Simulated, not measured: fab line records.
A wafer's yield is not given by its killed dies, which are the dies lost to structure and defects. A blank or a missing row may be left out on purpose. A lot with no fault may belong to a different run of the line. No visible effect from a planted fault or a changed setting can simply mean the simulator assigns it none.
A single fault, viewed from 2 desks -- flow nandHarc -- each desk has only its own numbers; what lay behind them comes last

DESK OF THE TOOL OWNER: lithoTrack-04
The tool's own readings at NHARC_A_M0_PEB_07 (peb time 65 s): means of the sampled wafers that have a number, for each lot that ran on this tool. Marked OUT: a lot whose mean sits more than 4 standard deviations from the usual mean, which makes it out of limits; the brackets give that distance.
Columns: A = chillPlateTempC at NHARC_A_M0_PEB_07, usual 23.01 C; B = heaterPowerTotalW at NHARC_A_M0_PEB_07, usual 156.6 W; C = plateTempC at NHARC_A_M0_PEB_07, usual 100.01 C
lot,first seen here,A,B,C
L212,day 17 11:16,23.19,157.1,100.18
L213,day 17 16:29,22.97,156.2,100.02
L217,day 17 23:21,22.94,156.3,99.91
L216,day 18 03:53,22.99,156.6,100.04
L229,day 22 03:29,23.11,164.2 (+17) OUT,103.51 (+25) OUT
L228,day 22 04:46,22.95,163.6 (+16) OUT,103.52 (+25) OUT
This desk's verdict: out of limits on L228, L229, starting with L229 at day 22 03:29 (heaterPowerTotalW at NHARC_A_M0_PEB_07). L212, L213, L217, L216: within limits.

METROLOGY DESK
Means of the sampled wafers that have a number, per lot and without regard to the tool the lot ran on: this is what the gauges read. Marked OUT: a lot whose mean sits more than 4 standard deviations from the usual mean, which makes it out of limits; the brackets give that distance.
Columns: A = cdNm at NHARC_A_M0_CD_MEAS_09, usual 80.1 nm
lot,first seen here,A
L212,day 17 11:20,80.1
L213,day 17 16:34,80.5
L217,day 17 23:26,79.9
L216,day 18 03:58,80.7
L218,day 19 03:45,79.9
L229,day 22 03:34,92.9 (+21) OUT
L228,day 22 04:52,92.6 (+21) OUT
L234,day 22 21:03,80.3
L233,day 22 22:14,80.2
L235,day 23 09:43,79.7
This desk's verdict: out of limits on L228, L229, starting with L229 at day 22 03:34 (cdNm at NHARC_A_M0_CD_MEAS_09). L212, L213, L217, L216, L218, L234, L233, L235: within limits.

PUT TOGETHER
At day 22 03:29, on L228, L229, the tool owner's desk was in a position to raise an alarm.
L228, L229 would have let the metrology desk raise an alarm at day 22 03:34.
Every lot named ran NHARC_A_M0_PEB_07 on lithoTrack-04.

WHAT THE SIMULATOR HAD INSERTED
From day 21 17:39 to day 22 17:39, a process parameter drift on lithoTrack-04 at NHARC_A_M0_PEB_07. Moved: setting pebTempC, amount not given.
Shown lots that were struck: L228, L229.
Counting hours from when the fault started, the first reading out of limits came at 10 for the tool owner's desk and at 10 for the metrology desk.
